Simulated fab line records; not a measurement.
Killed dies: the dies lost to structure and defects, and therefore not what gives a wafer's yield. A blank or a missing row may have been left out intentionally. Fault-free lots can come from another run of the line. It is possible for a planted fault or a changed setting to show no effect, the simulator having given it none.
A struck lot beside a sound one ; flow n5 finfet ; 17 steps out of a route of 1938
Sound: these wafers, L986.1, L986.4, L986.6. Struck: wafer L989.3. (L989.6 of the same lot was not struck and is left out.) The cause comes at the end.
Per side, at each step with rows, come the tool, then ch with its chambers, and then its first start. Under that, the readings that differ: sound wafers ; struck wafers ; difference of the means ; sigmas: that difference in standard deviations of wafers without a fault.
alike: a reading whose means differ by less than 2 such deviations, as well as words and numbers matching on both sides. not compared: withheld readings; readings where some wafer has no value; bounds like >300 that might hide an equal value; numbers whose values overlap and for which the record gives no deviation.
A row with sigmas, a row that says differs or no value, or rows on one side alone: a step with any of these is where the two part. Numbers that don't overlap but have no deviation are shown without sigmas and don't part them. A reading missing from all wafers of one side parts the sides only when that side holds two or more wafers.

first, 7 steps without rows for these wafers: N5_BEOL_M6_COAT_60 (time 60 s, resist thk 35 nm); N5_BEOL_M6_COAT_05 (resist thk 90 nm); N5_BEOL_M6_EBR_07; N5_BEOL_M6_SOFTBAKE_06 (time 60 s); N5_BEOL_M6_EXPOSE_08 (exposes mask M6); N5_BEOL_M6_PEB_09 (peb time 60 s); N5_BEOL_M6_DEVELOP_10 (develop time 30 s).
N5_BEOL_M6_CD_MEAS_11: target cd 38.5 nm.
  sound on cd sem-01 ch 0, day 10 16:25; struck on cd sem-02 ch 0, day 11 12:23
  alike: cd nm
N5_BEOL_M6_OVL_MEAS_12:
  sound on overlay-02 ch 0, day 10 16:27; struck on overlay-02 ch 0, day 11 12:25
reading;sound;struck;difference;sigmas
M6_OVL (nm);1.4 3.1 1.2;-0.1;-2.0;-2
N5_BEOL_M6_INSPECT_13: inspects for defects (brightfield).
  sound: defect inspect-01 at day 10 16:28; struck: defect inspect-01 at day 11 12:26
  alike: raw defect count
N5_BEOL_M6_DESCUM_16: chemistry O2, time 7.9 s.
  sound on rie diel-05 ch 0,3, day 10 16:30; struck on rie diel-01 ch 0, day 11 12:28
reading;sound;struck;difference;sigmas
drypump motor current A (A);5.0 4.8 5.0;6.0;+1.1;+3
oes product au (a.u.);0.70 0.70 0.69;0.88;+0.18;+2
  alike: rf vpp V, showerhead plenum p Torr, throttle valve pct
  not compared: rf hours counter h
N5_BEOL_M6_ETCH_61: etches SiARC in CF4, target depth 45.5 nm, time 75.8 s.
  sound on rie diel-05 ch 0,3, day 10 16:32; struck on rie diel-01 ch 0, day 11 12:31
reading;sound;struck;difference;sigmas
drypump motor current A (A);5.0 4.9 5.0;6.0;+1.0;+3
  alike: etch rf on time s, oes product au, rf vpp V, showerhead plenum p Torr, throttle valve pct
  not compared: rf hours counter h
N5_BEOL_M6_ETCH_62: etches SOC in N2/H2, target depth 110 nm, overetch 22 nm, time 165 s.
  sound on rie diel-05 ch 0,3, day 10 16:35; struck on rie diel-01 ch 0, day 11 12:34
reading;sound;struck;difference;sigmas
drypump motor current A (A);5.0 4.9 5.0;6.0;+1.0;+3
oes product au (a.u.);0.59 0.58 0.57;0.74;+0.16;+2
model.SiARC_of_BEOL_M6_COAT_60.thk nm (nm);28.2 28.6 28.2;24.8;-3.5;
  alike: rf vpp V, showerhead plenum p Torr, throttle valve pct
  not compared: rf hours counter h, model.BEOL_M6.cd offset nm
then, 1 step without rows for these wafers: N5_BEOL_M6_STRIP_68 (strips in N2/H2).
N5_BEOL_M6_STRIP_67: strips in CF4.
  sound on rie diel-05 ch 0,3, day 10 16:44; struck on rie diel-01 ch 0, day 11 12:43
reading;sound;struck;difference;sigmas
drypump motor current A (A);5.0 4.9 5.0;6.0;+1.0;+3
oes product au (a.u.);0.68 0.70 0.68;0.87;+0.18;+2
  alike: rf vpp V, showerhead plenum p Torr, throttle valve pct
  not compared: rf hours counter h
N5_BEOL_M6_HM_OPEN_17: chemistry Cl2/BCl3, target TiN, target depth 20 nm, overetch 6 nm.
  sound on rie metal-01 ch 0, day 10 16:47; struck on rie metal-02 ch 1, day 11 12:47
  alike: drypump motor current A, oes product au, throttle valve pct
  not compared: rf hours counter h, model.BEOL_M6.cd offset nm
N5_BEOL_M6_STRIP_19: strips in O2.
  sound on rie diel-01 ch 1,2, day 10 16:56; struck on rie diel-04 ch 2, day 11 12:52
  alike: drypump motor current A, oes product au, rf vpp V, showerhead plenum p Torr, throttle valve pct
  not compared: rf hours counter h

WHERE THEY PART
Last at N5_BEOL_M6_STRIP_67 as far as this record goes, first at N5_BEOL_M6_OVL_MEAS_12. Later steps at which nothing parts them and some readings are alike: N5_BEOL_M6_HM_OPEN_17, N5_BEOL_M6_STRIP_19.

WHY: what had been put in by the simulator
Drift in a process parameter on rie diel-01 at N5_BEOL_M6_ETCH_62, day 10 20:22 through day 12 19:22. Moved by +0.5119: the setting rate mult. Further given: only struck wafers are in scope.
